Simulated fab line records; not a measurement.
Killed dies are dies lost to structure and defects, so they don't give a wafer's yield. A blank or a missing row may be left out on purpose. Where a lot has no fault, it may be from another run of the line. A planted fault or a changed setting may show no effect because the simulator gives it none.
fab line records	flow nand-harc
record lots=24	wafers=72	last-day=34
route steps=1302 shown P_ZERO_WELL@14 P_CONTACT@217 P_M0@263
lots that met no fault: from a run of the same line without faults
start-h: the number of hours between the record's first day and the start of the first shown wafer of the lot	wait-h: time in hours since the lot's previous step	" as in the row above	L1.1+2: several wafers, shown together as one row	- no value present, or no start provided	* or withheld: withheld	< > ~ a bound
route shown NAME@n: a module of which the file shows steps, and the number in the route of the first	usual: average and standard deviation across the fault-free wafers	same: alike in all rows	chamber/n: place in a boat	sites: each site's reading	_std_site: how widely they spread, as a standard deviation	_edge_site: outer sites' mean less inner sites'	radius-mm: how far each site lies from the wafer's centre	mask NAME#n: copy n	behind: the tool/chamber that last shaped the wafer	hold: the reason the lot was held/the length of the hold in hours/how it ended	device: whichever transistor did not switch (one of n, p or np)	end of line: at the end of the route, the tests of the same wafers	for a step that has no rows: nothing shown but its recipe	killed: dies lost to structure and defects at the first sort, not the wafer's yield	map: per-die view of a wafer (x killed, . not killed, _ where there is no die)
set.NAME: the setting that was run; set.NAME@STEP: the one run at that earlier step	model.NAME: the simulator's own value behind a step, which no gauge read
one table for each step of the route and one row for each wafer, over a sample of lots
services: a tool's chamber out of use, with start hour (start-h, from the record's first day; less than 0 if before it), hours out, and reason
## steps
# step NHARC_P_ZERO_WELL_CD_MEAS_11
# recipe target-cd-nm=500	landing-energy-ev=500
# usual cd-nm=498.8/2.1
# same landing-energy-ev=500
lot.wafer	tool	chamber	start-h	wait-h	cd-nm
L074.3	cd-sem-02	0	21.12	-	497.7
L074.4	"	0	"	"	498.9
L074.5	"	0	"	"	496.2
L075.2	cd-sem-02	0	31.24	-	501.1
L075.3	"	0	"	"	500.0
L075.5	"	0	"	"	497.9
L076.1	cd-sem-01	0	41.25	-	500.7
L076.2	"	0	"	"	502.3
L076.5	"	0	"	"	502.0
L077.2	cd-sem-02	0	51.11	-	497.5
L077.4	"	0	"	"	495.0
L077.6	"	0	"	"	495.7
L078.1	cd-sem-03	0	61.24	-	500.5
L078.2	"	0	"	"	497.5
L078.4	"	0	"	"	502.6
L079.2	cd-sem-02	0	71.24	-	499.7
L079.5	"	0	"	"	496.4
L079.6	"	0	"	"	499.6
L080.1	cd-sem-02	0	81.35	-	496.8
L080.2	"	0	"	"	499.2
L080.4	"	0	"	"	496.8
L081.1	cd-sem-02	0	91.12	-	495.9
L081.2	"	0	"	"	497.0
L081.4	"	0	"	"	495.8
L082.1	cd-sem-03	0	101.24	-	499.1
L082.5	"	0	"	"	499.6
L082.6	"	0	"	"	500.1
L083.1	cd-sem-03	0	111.24	-	495.2
L083.3	"	0	"	"	496.2
L083.4	"	0	"	"	498.3
L084.1	cd-sem-02	0	121.11	-	493.7
L084.3	"	0	"	"	497.1
L084.5	"	0	"	"	498.0
L085.3	cd-sem-03	0	131.24	-	502.7
L085.4	"	0	"	"	502.6
L085.5	"	0	"	"	498.7
L086.1	cd-sem-03	0	141.40	-	501.1
L086.5	"	0	"	"	501.1
L086.6	"	0	"	"	502.9
L087.1	cd-sem-03	0	151.12	-	498.9
L087.4	"	0	"	"	499.4
L087.6	"	0	"	"	500.6
L088.1	cd-sem-02	0	161.23	-	497.3
L088.4	"	0	"	"	497.8
L088.6	"	0	"	"	493.9
L089.2	cd-sem-03	0	171.24	-	496.2
L089.3	"	0	"	"	501.3
L089.6	"	0	"	"	497.9
L090.1	cd-sem-03	0	181.24	-	497.4
L090.3	"	0	"	"	499.5
L090.6	"	0	"	"	496.2
L091.1	cd-sem-03	0	191.38	-	499.2
L091.2	"	0	"	"	501.6
L091.3	"	0	"	"	502.6
L092.3	cd-sem-01	0	201.12	-	497.3
L092.4	"	0	"	"	500.0
L092.6	"	0	"	"	499.3
L093.2	cd-sem-02	0	211.25	-	497.5
L093.4	"	0	"	"	497.0
L093.5	"	0	"	"	498.5
L094.1	cd-sem-02	0	221.24	-	499.2
L094.3	"	0	"	"	497.4
L094.4	"	0	"	"	499.1
L095.3	cd-sem-01	0	231.25	-	499.1
L095.4	"	0	"	"	500.6
L095.6	"	0	"	"	501.5
L096.1	cd-sem-02	0	241.30	-	499.7
L096.3	"	0	"	"	498.5
L096.6	"	0	"	"	498.1
L097.1	cd-sem-01	0	251.16	-	499.6
L097.2	"	0	"	"	495.0
L097.5	"	0	"	"	498.9
# step NHARC_P_CONTACT_DEP_30
# recipe target-thk-a=300	temp-c=400	target-thk-nm=30	flow-sccm=200	rf-w=450	material=SiNx
# usual heater-power-outer-w=440/89	heater-power-w=714/120
lot.wafer	tool	chamber	start-h	wait-h	heater-power-outer-w	heater-power-w
L074.3	pecvd-03	2	129.58	0.2	362	589
L074.4	"	0	"	"	383	634
L074.5	"	1	"	"	527	835
L075.3	pecvd-04	1	130.03	0.1	603	867
L075.2	"	2	"	"	399	664
L075.5	"	1	"	"	579	857
L076.1	pecvd-03	0	130.93	0.1	382	627
L076.2	"	2	"	"	313	530
L076.5	"	1	"	"	449	733
L077.2	pecvd-01	2	145.32	0.1	310	541
L077.4	"	2	"	"	303	549
L077.6	"	0	"	"	461	791
L078.1	pecvd-03	0	155.40	0.1	368	597
L078.2	"	1	"	"	538	859
L078.4	"	0	"	"	364	595
L079.2	pecvd-04	0	170.33	0.1	588	945
L079.6	"	0	"	"	440	757
L079.5	"	1	"	"	594	815
L080.1	pecvd-04	0	172.97	0.1	461	774
L080.2	"	1	"	"	599	837
L080.4	"	1	"	"	585	829
L081.1	pecvd-04	1	193.73	0.1	500	720
L081.2	"	2	"	"	350	588
L081.4	"	1	"	"	497	715
L082.1	pecvd-01	2	202.12	0.1	371	628
L082.6	"	0	"	"	480	824
L082.5	"	1	"	"	446	810
L084.1	pecvd-04	1	207.13	0.1	524	755
L084.3	"	2	"	"	344	593
L084.5	"	1	"	"	522	772
L083.1	pecvd-03	0	207.33	0.1	377	602
L083.3	"	1	"	"	407	688
L083.4	"	1	"	"	396	703
L085.3	pecvd-01	0	223.39	0.1	490	812
L085.4	"	0	"	"	496	837
L085.5	"	1	"	"	377	713
L086.1	pecvd-03	2	232.56	0.1	312	518
L086.6	"	1	"	"	447	749
L086.5	"	0	"	"	407	638
L088.1	pecvd-04	2	259.63	0.1	370	630
L088.4	"	0	"	"	515	853
L088.6	"	1	"	"	606	874
L089.3	pecvd-01	0	260.63	0.1	410	752
L089.2	"	1	"	"	480	841
L089.6	"	0	"	"	419	747
L087.1	pecvd-04	0	262.13	0.1	459	768
L087.6	"	1	"	"	531	781
L087.4	"	0	"	"	474	788
L090.1	pecvd-03	0	275.07	0.1	394	638
L090.3	"	1	"	"	474	802
L090.6	"	2	"	"	347	576
L091.1	pecvd-04	0	282.73	0.1	534	874
L091.3	"	1	"	"	497	712
L091.2	"	2	"	"	331	575
L092.3	pecvd-04	0	295.01	0.1	477	817
L092.6	"	0	"	"	479	789
L092.4	"	1	"	"	601	831
L093.2	pecvd-03	0	301.02	0.1	399	643
L093.5	"	2	"	"	361	595
L093.4	"	0	"	"	303	523
L094.3	pecvd-04	2	313.64	0.1	362	587
L094.1	"	1	"	"	605	854
L094.4	"	0	"	"	453	761
L095.3	pecvd-01	0	328.28	0.1	468	758
L095.4	"	0	"	"	454	807
L095.6	"	1	"	"	389	733
L096.3	pecvd-04	2	333.64	0.1	337	598
L096.1	"	0	"	"	505	830
L096.6	"	1	"	"	496	711
L097.1	pecvd-04	1	342.05	0.1	526	729
L097.2	"	2	"	"	299	523
L097.5	"	1	"	"	500	732
# step NHARC_P_CONTACT_CMP_01
# recipe target-thk-nm=200	material=SiO2
# usual motor-current-A=11.8/1
lot.wafer	tool	chamber	start-h	wait-h	motor-current-A
L074.3	cmp-04	0	130.24	-	12.1
L074.4	"	1	"	"	11.1
L074.5	"	0	"	"	12.8
L075.3	cmp-01	0	130.75	-	13.4
L075.2	"	2	"	"	11.7
L075.5	"	1	"	"	12.1
L076.1	cmp-02	2	131.67	-	10.4
L076.2	"	0	"	"	11.8
L076.5	"	1	"	"	12.1
L077.2	cmp-04	1	146.04	-	10.5
L077.4	"	0	"	"	13.0
L077.6	"	1	"	"	11.0
L078.1	cmp-01	0	156.43	0.6	13.8
L078.2	"	1	"	"	12.1
L078.4	"	2	"	"	11.8
L079.2	cmp-04	3	171.04	-	12.5
L079.5	"	2	"	"	10.4
L079.6	"	3	"	"	12.3
L080.4	cmp-02	0	173.69	-	11.2
L080.1	"	1	"	"	12.5
L080.2	"	2	"	"	11.0
L081.2	cmp-02	2	194.40	-	10.0
L081.1	"	3	"	"	12.1
L081.4	"	0	"	"	11.0
L082.1	cmp-02	2	202.78	-	10.2
L082.5	"	1	"	"	12.0
L082.6	"	2	"	"	10.1
L084.3	cmp-02	1	207.81	-	12.9
L084.1	"	2	"	"	10.3
L084.5	"	1	"	"	12.5
L083.3	cmp-01	2	208.05	-	11.9
L083.4	"	3	"	"	10.2
L083.1	"	0	"	"	14.0
L085.3	cmp-02	1	224.15	-	12.0
L085.4	"	2	"	"	10.6
L085.5	"	0	"	"	11.6
L086.1	cmp-01	0	233.24	-	14.6
L086.6	"	0	"	"	12.9
L086.5	"	1	"	"	12.2
L088.4	cmp-01	3	260.29	-	10.2
L088.1	"	0	"	"	14.6
L088.6	"	2	"	"	11.6
L089.3	cmp-01	3	261.36	-	10.1
L089.2	"	0	"	"	13.9
L089.6	"	2	"	"	11.1
L087.1	cmp-04	3	262.76	-	12.2
L087.4	"	2	"	"	11.3
L087.6	"	3	"	"	11.6
L090.1	cmp-01	3	275.77	-	10.3
L090.3	"	1	"	"	12.5
L090.6	"	2	"	"	12.3
L091.1	cmp-01	0	283.45	-	13.8
L091.3	"	1	"	"	12.5
L091.2	"	2	"	"	11.9
L092.3	cmp-04	2	295.73	-	11.9
L092.4	"	1	"	"	11.2
L092.6	"	3	"	"	11.8
L093.4	cmp-01	3	301.72	-	10.6
L093.2	"	0	"	"	13.5
L093.5	"	3	"	"	10.1
L094.1	cmp-04	1	314.35	-	11.2
L094.4	"	2	"	"	11.3
L094.3	"	0	"	"	12.2
L095.3	cmp-02	2	328.97	-	10.2
L095.4	"	0	"	"	11.6
L095.6	"	2	"	"	10.3
L096.1	cmp-02	2	334.36	-	10.4
L096.3	"	3	"	"	12.2
L096.6	"	2	"	"	10.4
L097.2	cmp-04	2	342.76	-	11.3
L097.1	"	1	"	"	10.8
L097.5	"	3	"	"	12.0
# step NHARC_P_CONTACT_ETCH_31
# recipe target-depth-a=300	time-s=85.7	ion-energy-ev=120	over-etch-frac=1	ch3f-flow-sccm=50	o2-flow-sccm=30	ar-flow-sccm=200	rf-w=500	bias-w=100	chemistry=CH3F/O2
# usual drypump-motor-current-A=5.8/0.48	oes-product-au=0.980/0.013	rf-vpp-V=245.1/1.5	showerhead-plenum-p-Torr=2.51/0.095	throttle-valve-pct=20.663/0.0087
lot.wafer	tool	chamber	start-h	wait-h	drypump-motor-current-A	oes-product-au	rf-hours-counter-h	rf-vpp-V	showerhead-plenum-p-Torr	throttle-valve-pct
L074.3	rie-diel-13	1	-	-	5.0	0.981	6.5	244.0	2.50	20.662
L074.4	"	3	"	"	5.7	0.983	5.8	243.8	2.29	20.650
L074.5	"	0	"	"	6.3	0.987	-	246.8	2.59	20.667
L075.2	rie-diel-09	0	-	-	6.1	0.964	4.6	247.5	2.64	20.679
L075.3	"	3	"	"	6.1	0.984	4.3	244.1	2.52	20.666
L075.5	"	1	"	"	6.2	0.988	-	244.4	2.48	20.675
L076.2	rie-diel-09	3	-	-	6.1	0.987	4.6	244.3	2.52	20.667
L076.1	"	1	"	"	6.3	0.997	4.5	245.4	2.48	20.660
L076.5	"	2	"	"	5.1	0.998	-	244.1	2.38	20.664
L077.2	rie-diel-13	1	-	-	5.0	0.973	7.0	245.3	2.50	20.647
L077.4	"	3	"	"	5.7	0.971	6.3	242.4	2.29	20.655
L077.6	"	2	"	"	5.0	0.955	-	244.9	2.62	20.655
L078.1	rie-diel-02	0	-	-	5.5	0.976	2.4	243.3	2.49	20.670
L078.2	"	1	"	"	5.3	1.001	2.4	245.3	2.63	20.651
L078.4	"	3	"	"	5.8	0.986	2.6	243.1	2.43	20.671
L079.2	rie-diel-02	0	-	-	5.5	0.964	3.0	245.4	2.49	20.664
L079.5	"	0	"	"	5.6	0.958	-	243.7	2.49	20.648
L079.6	"	1	"	"	5.3	0.959	-	246.9	2.63	20.662
L080.4	rie-diel-02	2	-	-	5.6	0.997	3.4	245.6	2.56	20.666
L080.1	"	3	"	"	5.8	0.978	3.3	244.8	2.43	20.665
L080.2	"	0	"	"	5.5	0.966	3.2	244.3	2.49	20.670
L081.4	rie-diel-13	2	-	-	4.9	0.991	1.6	244.9	2.62	20.664
L081.1	"	3	"	"	5.7	0.985	1.3	243.6	2.29	20.679
L081.2	"	1	"	"	4.9	1.010	1.7	243.4	2.50	20.672
L082.1	rie-diel-09	2	-	-	5.1	0.968	1.2	243.7	2.38	20.659
L082.6	"	0	"	"	6.1	0.943	-	245.4	2.64	20.665
L082.5	"	1	"	"	6.3	0.978	-	244.0	2.48	20.647
L084.3	rie-diel-02	2	-	-	5.6	0.984	4.5	244.7	2.56	20.675
L084.1	"	0	"	"	5.5	0.991	4.0	244.0	2.49	20.661
L084.5	"	2	"	"	5.6	0.994	-	246.2	2.56	20.662
L083.4	rie-diel-09	1	-	-	6.3	0.985	1.5	244.9	2.48	20.682
L083.3	"	2	"	"	5.1	0.986	1.6	242.6	2.38	20.655
L083.1	"	3	"	"	6.1	0.976	1.5	246.6	2.52	20.666
L085.3	rie-diel-13	1	-	-	4.9	0.982	3.5	244.3	2.50	20.673
L085.4	"	3	"	"	5.7	0.970	2.8	241.4	2.29	20.668
L085.5	"	0	"	"	6.3	0.968	-	245.7	2.59	20.673
L086.1	rie-diel-09	2	-	-	5.1	0.973	2.1	243.5	2.38	20.664
L086.6	"	0	"	"	6.1	0.985	-	246.6	2.64	20.652
L086.5	"	1	"	"	6.3	0.971	-	246.1	2.47	20.676
L088.1	rie-diel-09	1	-	-	6.3	0.978	3.1	245.1	2.47	20.667
L088.4	"	3	"	"	6.1	0.987	2.8	244.4	2.52	20.660
L088.6	"	0	"	"	6.0	0.970	-	246.9	2.64	20.646
L089.3	rie-diel-02	0	-	-	5.5	0.968	1.2	244.0	2.49	20.670
L089.2	"	1	"	"	5.3	0.964	1.0	245.7	2.63	20.667
L089.6	"	3	"	"	5.8	0.987	-	244.4	2.43	20.656
L087.1	rie-diel-09	1	-	-	6.3	0.988	3.5	244.1	2.47	20.674
L087.4	"	2	"	"	5.1	0.990	3.0	243.2	2.38	20.661
L087.6	"	1	"	"	6.3	0.991	-	243.6	2.47	20.671
L090.1	rie-diel-09	0	-	-	6.1	0.948	3.7	247.1	2.64	20.668
L090.3	"	1	"	"	6.3	0.954	4.0	244.5	2.47	20.671
L090.6	"	3	"	"	6.1	0.964	-	244.3	2.52	20.658
L091.2	rie-diel-09	3	-	-	6.1	0.990	4.0	245.5	2.52	20.660
L091.3	"	0	"	"	6.1	0.989	4.2	247.8	2.64	20.651
L091.1	"	1	"	"	6.3	0.979	4.5	244.0	2.47	20.662
L092.4	rie-diel-09	1	-	-	6.3	0.990	5.1	245.0	2.47	20.668
L092.3	"	3	"	"	6.1	0.977	4.6	245.6	2.52	20.674
L092.6	"	1	"	"	6.3	0.982	-	244.7	2.47	20.660
L093.4	rie-diel-09	0	-	-	6.1	0.986	4.9	244.4	2.64	20.655
L093.2	"	2	"	"	5.1	0.979	5.1	242.3	2.38	20.654
L093.5	"	3	"	"	6.1	0.980	-	244.6	2.52	20.673
L094.3	rie-diel-09	3	-	-	6.1	0.987	5.5	244.7	2.52	20.660
L094.1	"	1	"	"	6.3	0.974	6.3	244.2	2.47	20.648
L094.4	"	2	"	"	5.1	0.975	5.7	242.9	2.38	20.664
L095.4	rie-diel-09	1	-	-	6.3	0.986	0.3	245.2	2.47	20.656
L095.3	"	2	"	"	5.1	0.995	0.3	243.5	2.38	20.658
L095.6	"	1	"	"	6.3	0.982	-	245.5	2.47	20.667
L096.1	rie-diel-09	1	-	-	6.3	0.990	0.6	244.3	2.47	20.665
L096.3	"	2	"	"	5.1	0.977	0.7	244.4	2.38	20.662
L096.6	"	2	"	"	5.1	0.985	-	244.6	2.38	20.666
L097.1	rie-diel-09	2	-	-	5.1	0.987	1.2	243.2	2.38	20.674
L097.2	"	3	"	"	6.1	0.978	1.2	245.7	2.52	20.673
L097.5	"	0	"	"	6.1	0.986	-	245.7	2.63	20.673
# step NHARC_P_M0_CD_MEAS_09
# recipe target-cd-nm=90	landing-energy-ev=500
# usual cd-nm=90.1/0.6
# same landing-energy-ev=500
lot.wafer	tool	chamber	start-h	wait-h	cd-nm
L074.3	cd-sem-01	0	134.98	-	90.3
L074.4	"	0	"	"	90.8
L074.5	"	0	"	"	90.9
L075.2	cd-sem-01	0	135.91	-	89.8
L075.3	"	0	"	"	89.3
L075.5	"	0	"	"	90.3
L076.1	cd-sem-02	0	136.72	-	90.3
L076.2	"	0	"	"	90.4
L076.5	"	0	"	"	89.8
L077.2	cd-sem-02	0	150.95	-	89.9
L077.4	"	0	"	"	89.5
L077.6	"	0	"	"	91.2
L078.1	cd-sem-01	0	161.31	-	90.9
L078.2	"	0	"	"	89.8
L078.4	"	0	"	"	90.6
L079.2	cd-sem-01	0	176.04	-	89.2
L079.5	"	0	"	"	89.6
L079.6	"	0	"	"	89.9
L080.1	cd-sem-03	0	178.53	-	90.0
L080.2	"	0	"	"	89.4
L080.4	"	0	"	"	89.8
L081.1	cd-sem-03	0	199.40	-	89.5
L081.2	"	0	"	"	91.0
L081.4	"	0	"	"	90.2
L082.1	cd-sem-03	0	207.81	-	90.2
L082.5	"	0	"	"	90.9
L082.6	"	0	"	"	91.8
L084.1	cd-sem-01	0	212.80	-	90.7
L084.3	"	0	"	"	90.8
L084.5	"	0	"	"	90.0
L083.1	cd-sem-03	0	213.10	-	90.8
L083.3	"	0	"	"	90.9
L083.4	"	0	"	"	90.6
L085.3	cd-sem-03	0	228.97	-	90.0
L085.4	"	0	"	"	89.7
L085.5	"	0	"	"	89.4
L086.1	cd-sem-01	0	238.13	-	91.2
L086.5	"	0	"	"	90.8
L086.6	"	0	"	"	91.1
L088.1	cd-sem-02	0	265.27	-	90.0
L088.4	"	0	"	"	91.4
L088.6	"	0	"	"	90.3
L089.2	cd-sem-02	0	266.32	-	90.8
L089.3	"	0	"	"	90.4
L089.6	"	0	"	"	90.6
L087.1	cd-sem-03	0	267.73	-	89.3
L087.4	"	0	"	"	88.8
L087.6	"	0	"	"	89.6
L090.1	cd-sem-02	0	280.65	-	89.9
L090.3	"	0	"	"	90.1
L090.6	"	0	"	"	89.8
L091.1	cd-sem-03	0	288.30	-	89.9
L091.2	"	0	"	"	91.8
L091.3	"	0	"	"	90.4
L092.3	cd-sem-01	0	300.85	-	89.9
L092.4	"	0	"	"	89.9
L092.6	"	0	"	"	89.5
L093.2	cd-sem-03	0	306.61	-	90.4
L093.4	"	0	"	"	89.5
L093.5	"	0	"	"	89.3
L094.1	cd-sem-01	0	319.36	-	90.6
L094.3	"	0	"	"	89.6
L094.4	"	0	"	"	90.5
L095.3	cd-sem-02	0	333.81	-	90.5
L095.4	"	0	"	"	90.2
L095.6	"	0	"	"	88.9
L096.1	cd-sem-01	0	339.34	-	89.7
L096.3	"	0	"	"	89.2
L096.6	"	0	"	"	90.3
L097.1	cd-sem-03	0	347.64	-	89.9
L097.2	"	0	"	"	89.9
L097.5	"	0	"	"	90.2
# step NHARC_P_M0_STRIP_18
# recipe power-w=1000	n2-flow-sccm=150	h2-flow-sccm=150	ar-flow-sccm=0	bias-w=0	chemistry=N2/H2
# usual drypump-motor-current-A=5.93/0.29	h2-flow-sccm=150.0/0.46	n2-flow-sccm=150.0/0.47	oes-product-au=1.000/0.0089	rf-vpp-V=90.8/0.99	showerhead-plenum-p-Torr=2.08/0.078	throttle-valve-pct=14.171/0.0084
lot.wafer	tool	chamber	start-h	wait-h	drypump-motor-current-A	h2-flow-sccm	n2-flow-sccm	oes-product-au	rf-hours-counter-h	rf-vpp-V	showerhead-plenum-p-Torr	throttle-valve-pct
L074.4	rie-diel-01	0	135.61	0.1	5.43	149.7	150.1	1.006	31	88.8	1.89	14.178
L074.3	"	2	"	"	6.20	149.8	149.9	1.007	31	88.5	1.92	14.162
L074.5	"	0	"	"	5.45	150.5	150.5	1.008	-	89.0	1.89	14.174
L075.3	rie-diel-04	0	137.23	0.1	6.37	149.2	150.3	1.008	22	90.5	2.06	14.174
L075.2	"	2	"	"	6.01	149.9	150.4	1.011	23	90.1	2.17	14.166
L075.5	"	3	"	"	5.99	149.6	150.5	1.010	-	91.4	2.17	14.184
L076.2	rie-diel-04	2	137.60	0.1	6.01	150.9	150.2	1.009	23	91.5	2.17	14.166
L076.1	"	0	"	"	6.41	150.4	149.7	1.005	22	89.9	2.06	14.178
L076.5	"	1	"	"	6.13	150.0	149.9	1.009	-	90.9	2.08	14.171
L077.4	rie-diel-04	0	151.56	0.1	6.38	150.5	149.7	1.008	24	92.7	2.06	14.173
L077.2	"	1	"	"	6.10	149.6	149.6	1.018	25	91.1	2.08	14.173
L077.6	"	2	"	"	6.02	150.4	150.4	1.013	-	91.8	2.17	14.160
L078.2	rie-diel-01	1	161.94	0.1	5.92	149.6	150.3	1.002	40	91.6	2.10	14.175
L078.1	"	2	"	"	6.20	150.0	150.7	1.005	38	90.7	1.92	14.168
L078.4	"	0	"	"	5.40	150.0	149.4	1.000	40	89.4	1.89	14.164
L079.2	rie-diel-04	0	176.65	0.1	6.42	150.4	150.5	1.013	31	91.1	2.06	14.178
L079.6	"	2	"	"	6.01	149.9	150.4	1.013	-	91.6	2.17	14.187
L079.5	"	3	"	"	5.98	150.4	150.3	1.008	-	91.7	2.17	14.171
L080.2	rie-diel-08	3	179.76	0.1	5.87	150.1	150.8	1.006	64	91.1	2.03	14.172
L080.1	"	1	"	"	5.59	149.7	150.6	0.994	66	90.5	2.14	14.173
L080.4	"	0	"	"	5.35	149.4	150.2	0.998	-	91.7	2.10	14.184
L081.1	rie-diel-01	0	200.04	0.1	5.42	150.6	149.5	1.001	54	90.3	1.89	14.171
L081.2	"	1	"	"	5.92	150.8	149.9	0.999	54	91.1	2.09	14.164
L081.4	"	2	"	"	6.18	150.1	150.2	1.009	-	90.9	1.92	14.171
L082.1	rie-diel-04	1	208.66	0.1	6.13	149.8	150.2	1.011	3	90.6	2.08	14.181
L082.5	"	2	"	"	6.03	150.6	150.4	0.991	-	92.5	2.17	14.178
L082.6	"	3	"	"	5.98	149.4	150.1	1.002	-	92.3	2.16	14.178
L084.1	rie-diel-08	2	213.40	0.1	5.56	150.3	150.3	0.996	3	91.1	2.02	14.164
L084.3	"	1	"	"	5.60	150.4	149.7	0.999	5	90.4	2.14	14.187
L084.5	"	2	"	"	5.60	149.8	150.0	0.986	-	91.2	2.02	14.169
L083.1	rie-diel-08	2	213.76	0.1	5.59	150.4	150.6	0.994	3	90.1	2.02	14.154
L083.3	"	3	"	"	5.85	150.3	150.2	0.998	3	90.4	2.03	14.184
L083.4	"	0	"	"	5.37	150.7	149.0	0.990	5	92.1	2.09	14.161
L085.4	rie-diel-08	0	229.61	0.1	5.35	150.8	149.6	0.994	9	91.8	2.09	14.169
L085.3	"	1	"	"	5.57	150.3	149.6	1.003	8	90.3	2.14	14.164
L085.5	"	3	"	"	5.84	150.1	149.5	0.996	-	91.7	2.03	14.177
L086.1	rie-diel-04	3	238.69	0.1	5.97	150.2	150.4	1.011	9	91.8	2.16	14.170
L086.6	"	3	"	"	6.00	150.0	149.9	1.017	-	90.7	2.16	14.188
L086.5	"	0	"	"	6.39	150.9	149.5	0.987	-	89.2	2.06	14.163
L088.4	rie-diel-04	0	265.86	0.1	6.39	150.2	149.5	0.995	14	90.7	2.06	14.157
L088.1	"	2	"	"	6.00	150.1	149.7	1.007	16	91.3	2.16	14.170
L088.6	"	0	"	"	6.42	150.3	149.2	0.984	-	90.6	2.06	14.152
L089.2	rie-diel-04	2	266.90	0.1	6.02	149.9	150.3	0.987	16	91.3	2.17	14.165
L089.3	"	3	"	"	5.98	151.1	149.3	1.004	14	91.8	2.16	14.166
L089.6	"	1	"	"	6.13	149.6	150.3	1.001	-	92.2	2.07	14.190
L087.1	rie-diel-01	1	268.50	0.1	5.89	149.6	150.2	1.010	17	91.8	2.08	14.171
L087.4	"	3	"	"	5.65	149.9	150.4	1.000	17	90.8	1.98	14.164
L087.6	"	0	"	"	5.42	149.6	149.4	1.013	-	89.9	1.88	14.173
L090.3	rie-diel-04	2	281.21	0.1	5.99	150.2	150.5	0.987	19	89.5	2.16	14.162
L090.1	"	3	"	"	5.98	149.3	149.8	0.991	17	89.9	2.16	14.162
L090.6	"	3	"	"	5.98	149.0	149.4	0.997	-	89.0	2.16	14.168
L091.2	rie-diel-08	3	288.86	0.1	5.85	150.0	150.2	0.993	27	89.7	2.02	14.179
L091.3	"	0	"	"	5.35	149.4	149.9	1.008	32	91.5	2.08	14.172
L091.1	"	1	"	"	5.58	149.6	150.3	1.002	33	91.5	2.13	14.167
L092.3	rie-diel-04	1	301.41	0.1	6.14	149.6	150.4	0.999	22	89.6	2.07	14.152
L092.4	"	0	"	"	6.40	150.6	150.7	0.989	20	90.1	2.05	14.171
L092.6	"	2	"	"	5.98	149.9	148.9	0.986	-	91.3	2.16	14.188
L093.4	rie-diel-08	0	307.17	0.1	5.33	150.1	150.3	1.007	41	91.3	2.08	14.164
L093.2	"	2	"	"	5.60	150.4	149.3	1.000	33	91.0	2.01	14.179
L093.5	"	1	"	"	5.58	149.9	149.0	0.993	-	91.6	2.13	14.165
L094.3	rie-diel-04	3	320.06	0.1	5.98	150.2	149.6	1.006	24	89.4	2.16	14.172
L094.4	"	0	"	"	6.36	150.1	149.7	0.986	24	90.5	2.05	14.169
L094.1	"	1	"	"	6.12	149.2	150.6	1.003	28	91.1	2.07	14.166
L095.3	rie-diel-04	3	334.39	0.1	5.97	149.6	149.7	1.011	24	91.8	2.16	14.158
L095.4	"	1	"	"	6.13	149.9	150.0	0.998	28	90.6	2.07	14.165
L095.6	"	3	"	"	5.97	149.6	149.9	1.003	-	91.1	2.16	14.175
L096.3	rie-diel-04	2	339.91	0.1	5.99	150.0	150.3	0.979	29	91.7	2.16	14.181
L096.1	"	1	"	"	6.14	149.5	150.6	1.013	29	90.0	2.07	14.153
L096.6	"	3	"	"	5.99	150.1	150.1	1.001	-	91.9	2.16	14.172
L097.1	rie-diel-04	2	348.23	0.1	6.01	150.0	150.7	0.996	31	90.8	2.16	14.177
L097.2	"	0	"	"	6.40	150.1	150.2	0.991	27	90.9	2.05	14.185
L097.5	"	1	"	"	6.13	149.9	149.9	1.002	-	90.8	2.07	14.187
## services
tool	chamber	start-h	hours	kind
cmp-04	-	111.00	4.0	pm
cmp-01	-	122.67	3.5	repair
rie-diel-09	-	143.10	9.0	pm
cmp-02	-	143.70	4.0	pm
rie-diel-04	-	145.43	0.6	repair
pecvd-03	2	152.25	3.7	repair
rie-diel-04	1	154.89	5.2	repair
cmp-02	-	164.04	0.3	repair
rie-diel-04	-	177.94	9.0	pm
cmp-02	-	180.32	0.3	repair
pecvd-03	-	185.14	13.0	pm
cmp-01	-	185.53	4.0	pm
cmp-01	-	234.24	0.3	repair
cmp-02	-	241.70	4.0	pm
rie-diel-09	2	248.40	6.9	repair
cmp-01	-	250.02	0.2	repair
pecvd-04	-	269.12	13.0	pm
rie-diel-09	-	273.24	0.6	repair
cmp-01	-	280.42	0.9	repair
cmp-01	-	283.60	4.0	pm
rie-diel-09	0	295.79	1.7	repair
rie-diel-09	-	320.10	9.0	pm
pecvd-04	1	328.17	2.1	repair
cmp-02	-	339.70	4.0	pm
## key
fault none
